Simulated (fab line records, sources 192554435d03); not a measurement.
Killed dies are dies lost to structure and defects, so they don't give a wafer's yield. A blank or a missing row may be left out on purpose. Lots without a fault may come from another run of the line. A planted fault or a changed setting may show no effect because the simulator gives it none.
Split-lot experiment | flow n5_finfet | 7 lots, 21 wafers read, on a route of 1938 steps

THE SPLIT
At N5_BEOL_M14_SPUTTER_43 (material TaN, target thk 15 nm, time 24.19 s), the setting power_w was moved away from the recipe's 15000 W on 8 of the 21 wafers read, by -12.2% to +13.1%. The other wafers ran this setting at the recipe's value.

The reading is taken at the split's own step.

THE READING
TaN_of_BEOL_M14_SPUTTER_43.thk_nm (the simulator's own value, which no gauge read), in nm, at N5_BEOL_M14_SPUTTER_43 (material TaN, target thk 15 nm, time 24.19 s). The file gives no usual value for it. The 13 wafers here that ran the recipe average 14.9 nm, standard deviation 0.12 nm.

wafer  | tool, chamber at the split | power_w as run, W | against the recipe | TaN_of_BEOL_M14_SPUTTER_43.thk_nm, nm | against lot-mates on the recipe
L074.1 | pvd_sputter-01, -          | 16970             | +13.1%             | 17                                    | no lot-mate on the recipe
L074.2 | pvd_sputter-01, -          | 16970             | +13.1%             | 16.8                                  | no lot-mate on the recipe
L074.5 | pvd_sputter-01, -          | 16970             | +13.1%             | 16.8                                  | no lot-mate on the recipe
L075.1 | pvd_sputter-02, -          | 15000             | recipe             | 14.8                                  | -
L075.2 | pvd_sputter-02, -          | 15000             | recipe             | 15                                    | -
L075.3 | pvd_sputter-02, -          | 15000             | recipe             | 15                                    | -
L078.1 | pvd_sputter-02, -          | 15000             | recipe             | 14.8                                  | -
L078.4 | pvd_sputter-02, -          | 15000             | recipe             | 14.8                                  | -
L078.5 | pvd_sputter-02, -          | 15000             | recipe             | 15                                    | -
L083.3 | pvd_sputter-01, -          | 15000             | recipe             | 15                                    | -
L083.5 | pvd_sputter-01, -          | 16950             | +13.0%             | 17.2                                  | +2.2
L083.6 | pvd_sputter-01, -          | 16950             | +13.0%             | 17                                    | +2.0
L096.2 | pvd_sputter-01, -          | 15710             | +4.7%              | 15.6                                  | +0.8
L096.3 | pvd_sputter-01, -          | 15000             | recipe             | 14.8                                  | -
L096.4 | pvd_sputter-01, -          | 15000             | recipe             | 14.8                                  | -
L094.1 | pvd_sputter-03, -          | 15000             | recipe             | 15                                    | -
L094.2 | pvd_sputter-03, -          | 15000             | recipe             | 15                                    | -
L094.3 | pvd_sputter-03, -          | 15000             | recipe             | 15                                    | -
L097.3 | pvd_sputter-01, -          | 13170             | -12.2%             | 13.2                                  | -2.0
L097.5 | pvd_sputter-01, -          | 13170             | -12.2%             | 13.2                                  | -2.0
L097.4 | pvd_sputter-01, -          | 15000             | recipe             | 15.2                                  | -

THE FIT
A straight line over all 21 wafers: TaN_of_BEOL_M14_SPUTTER_43.thk_nm changes by +0.15 nm for each +1% of power_w; r = +0.99; the points scatter about the line by 0.13 nm.
The same after taking each lot's own level away (the mean of its wafers on the recipe; 18 wafers): +0.163 nm for each +1%; r = +1.00; scatter 0.068 nm.
On that fit, the largest move of power_w shifts the reading by 2.1 nm.
The lots' own levels span 14.80 to 15.20 nm, that is 3.3 times the standard deviation above.
So the lot-to-lot level changes the slope little: the two slopes agree.
Check: with one of the wafers moved furthest among these (+13.0%) left out of the fit, the line predicts +2.08 nm for it against its lot-mates. It came out at +2.2 nm against them.

OTHER SPLITS ON THESE WAFERS
These wafers also went through other splits before the reading. Each is held against what the fit with the lots' levels taken away leaves over:
other split on the same wafers        | wafers away from the commonest value | r with TaN_of_BEOL_M14_SPUTTER_43.thk_nm (lot level and that fit taken away)
N5_BEOL_M13_DEVELOP_27 develop_time_s | 10                                   | +0.05

THE FILE'S OWN FIT
TaN_of_BEOL_M14_SPUTTER_43.thk_nm changes by +0.163 nm for each +1% of power_w, r = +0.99.
